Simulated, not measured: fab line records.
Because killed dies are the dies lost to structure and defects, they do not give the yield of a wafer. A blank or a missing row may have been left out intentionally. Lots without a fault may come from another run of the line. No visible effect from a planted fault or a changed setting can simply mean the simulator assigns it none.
Comparing a struck lot with a sound one | flow nandHarc | 14 out of 1159 route steps
Sound: wafers L321.1, L321.2, L321.4. Struck: wafers L330.3, L330.6. (L330.2 of the same lot was not struck and is left out.) The cause comes at the end.
For every step that has rows: the tool of each side, followed by ch and its chambers, followed by its first start. Under that, the readings that differ: sound wafers | struck wafers | difference of the means | sigmas: that difference in standard deviations of wafers without a fault.
alike: same words and numbers on both sides, and readings whose means sit less than 2 such deviations apart. not compared: any withheld reading, any reading some wafer has no value for, any bound like >300 that may hide the same value, and any number with overlapping values for which the record gives no deviation.
Wherever a step has rows on one side only, a row that says differs or no value, or a row with sigmas, the two part there. Numbers that have no deviation but don't overlap get no sigmas and don't part them. Lack of a reading on every wafer of one side parts them only where that side has two or more wafers.

first, 3 steps without rows for these wafers: NHARC_A_SLIT_EXPOSE_06 (exposes mask SLIT); NHARC_A_SLIT_PEB_07 (peb time 65 s); NHARC_A_SLIT_DEVELOP_08 (develop time 35 s).
NHARC_A_SLIT_CD_MEAS_09: the cd target is 300 nm.
  sound on cdSem-03 ch 0, day 14 08:25; struck on cdSem-02 ch 0, day 16 17:32
  alike: cdNm
NHARC_A_SLIT_OVL_MEAS_10:
  sound on overlay-01 at day 14 08:31; struck on overlay-01 at day 16 17:37
  alike: overlayXNm, overlayYNm
NHARC_A_SLIT_INSPECT_11:
  sound on defectInspect-01 at day 14 08:33; struck on defectInspect-02 at day 16 17:40
  alike: rawDefectCount
NHARC_A_SLIT_DESCUM_14: chemistry O2, time 3 s.
  sound on rieDiel-07 ch 0,1,2, day 14 08:37; struck on rieDiel-07 ch 1,3, day 16 17:43
reading              | sound                | struck        | difference | sigmas
throttleValvePct (%) | 11.313 11.292 11.319 | 11.325 11.327 | +0.018     | +2
  alike: drypumpMotorCurrentA, o2FlowSccm, oesProductAu, rfVppV, showerheadPlenumPTorr
  not compared: rfHoursCounterH
NHARC_A_SLIT_ETCH_24: etches the open film in CF4/CHF3, target depth 121 nm, time 60.5 s.
  sound on rieDiel-07 ch 0,1,2, day 14 08:44; struck on rieDiel-07 ch 1,3, day 16 17:49
  alike: chf3FlowSccm, drypumpMotorCurrentA, oesProductAu, rfVppV, runLengthS, showerheadPlenumPTorr, throttleValvePct
  not compared: rfHoursCounterH
NHARC_A_SLIT_ETCH_15: etches the open film in O2/COS, target depth 3200 nm, time 832 s.
  sound: rieDiel-07 ch 0,1,3; struck: rieDiel-07 ch 2
  alike: drypumpMotorCurrentA, o2FlowSccm, oesProductAu, rfVppV, runLengthS, showerheadPlenumPTorr, throttleValvePct
  not compared: rfHoursCounterH
NHARC_A_SLIT_ETCH_17: etches the open film in C4F8/O2/Ar, time 1687.5 s, target depth 10100 nm.
  sound on harEtch-02 ch 0,1, day 14 13:05; struck on harEtch-01 ch 0,1, day 16 18:29
  alike: drypumpMotorCurrentA, escClampCurrentUA, o2FlowSccm, runLengthS, showerheadPlenumPTorr, throttleValvePct
  not compared: rfHoursCounterH
then, 2 steps without rows for these wafers: NHARC_A_SLIT_ETCH_26 (etches the open film in C4F8/O2/Ar, time 90 s, target depth 400 nm); NHARC_A_SLIT_STRIP_28 (strips in O2/COS).
NHARC_A_SLIT_ETCH_29: etches the open film in CF4/O2, target depth 100 nm, overetch 10 nm, time 55 s.
  sound on rieDiel-07 ch 0,2,3, day 14 15:10; struck on rieDiel-07 ch 3, day 16 20:35
reading        | sound          | struck    | difference | sigmas
runLengthS (s) | 76.2 76.5 76.2 | 71.8 72.1 | -4.4       | -10
  alike: drypumpMotorCurrentA, o2FlowSccm, oes_f_703_au, oesProductAu, rfVppV, showerheadPlenumPTorr, throttleValvePct
  not compared: rfHoursCounterH
NHARC_A_SLIT_STRIP_18: strips in O2.
  sound: rieDiel-07 ch 0,2,3; struck: rieDiel-07 ch 3
  alike: drypumpMotorCurrentA, o2FlowSccm, oesProductAu, rfVppV, showerheadPlenumPTorr, throttleValvePct
  not compared: rfHoursCounterH

WHERE THEY PART
At NHARC_A_SLIT_DESCUM_14 first; at NHARC_A_SLIT_ETCH_29 last (within this record only). Later steps at which nothing parts them and some readings are alike: NHARC_A_SLIT_STRIP_18.

WHY: what had been put in by the simulator
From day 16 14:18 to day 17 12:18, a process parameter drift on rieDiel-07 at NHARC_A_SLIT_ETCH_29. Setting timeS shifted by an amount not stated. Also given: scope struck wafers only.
